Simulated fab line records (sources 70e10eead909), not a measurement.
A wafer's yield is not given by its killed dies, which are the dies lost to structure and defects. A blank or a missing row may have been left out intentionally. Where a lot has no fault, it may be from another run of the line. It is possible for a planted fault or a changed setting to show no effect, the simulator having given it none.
2 desks, one fault -- flow nand_harc -- numbers are kept per desk, each desk with only its own; the story behind them comes last

## AT THE METROLOGY DESK
Lot by lot, what the gauges showed, no matter which tool ran the lot: averages of those sampled wafers that carry a number. Any lot whose mean is over 4 standard deviations away from the usual mean is out of limits and marked OUT; that distance is given in the brackets.
Columns: A = cd_nm at NHARC_P_STI_CD_MEAS_16, usual 199.7 nm; B = cd_nm at NHARC_P_GATE_CD_MEAS_11, usual 1640.5 nm
lot,first seen here,A,B
L693,day 2 23:36,202.0,1640.7
L695,day 3 17:30,198.2,1641.7
L696,day 4 01:10,200.9,1640.2
L699,day 5 09:02,201.9,1639.0
L698,day 5 09:11,201.2,1640.1
L700,day 5 19:12,198.2,1641.3
L703,day 7 02:38,198.1,1640.2
L705,day 7 21:42,201.8,1640.6
L708,day 9 02:49,198.9,1641.8
L713,day 11 07:55,200.1,1640.7
L714,day 11 13:02,200.8,1640.1
L715,day 11 22:54,199.7,1639.5
L716,day 12 08:53,196.0,1639.8
Result from this desk: across the 13 lots, nothing is out of limits.

## THE DEFECT DESK
For each lot, the counts of the inspections along the route, averaged over the sampled wafers that have a number. Any lot whose mean is over 4 standard deviations away from the usual mean is out of limits and marked OUT; that distance is given in the brackets.
Columns: A = raw_defect_count at NHARC_P_ZERO_WELL_INSPECT_43, usual 12
lot,first seen here,A
L693,day 2 03:21,10
L695,day 2 23:41,8
L696,day 3 09:56,10
L698,day 4 15:34,14
L699,day 4 15:53,12
L700,day 5 01:32,9
L703,day 6 08:56,414 (+65) OUT
L705,day 7 03:59,426 (+67) OUT
L708,day 8 10:17,9
L713,day 10 11:26,20
L714,day 10 21:49,6
L715,day 11 07:38,14
L716,day 11 17:32,9
Finding of this desk: L703, L705 out of limits; the first was L703 at day 6 08:56, on raw_defect_count at NHARC_P_ZERO_WELL_INSPECT_43. In limits: L693, L695, L696, L698, L699, L700, L708, L713, L714, L715, L716.

## TAKEN TOGETHER
The defect desk could have raised an alarm at day 6 08:56, on L703, L705.
At the metrology desk, nothing out of limits was observed.
The metrology desk has L703, L705 on record, within its limits.
Every lot named ran NHARC_P_ZERO_WELL_STRIP_28 on wet_bench-06.

## WHAT THE SIMULATOR HAD INSERTED
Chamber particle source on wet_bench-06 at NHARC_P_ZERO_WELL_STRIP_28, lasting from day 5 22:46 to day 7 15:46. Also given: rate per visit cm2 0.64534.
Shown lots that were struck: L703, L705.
Hours from the fault's start to each desk's first reading out of limits: the defect desk, 10.
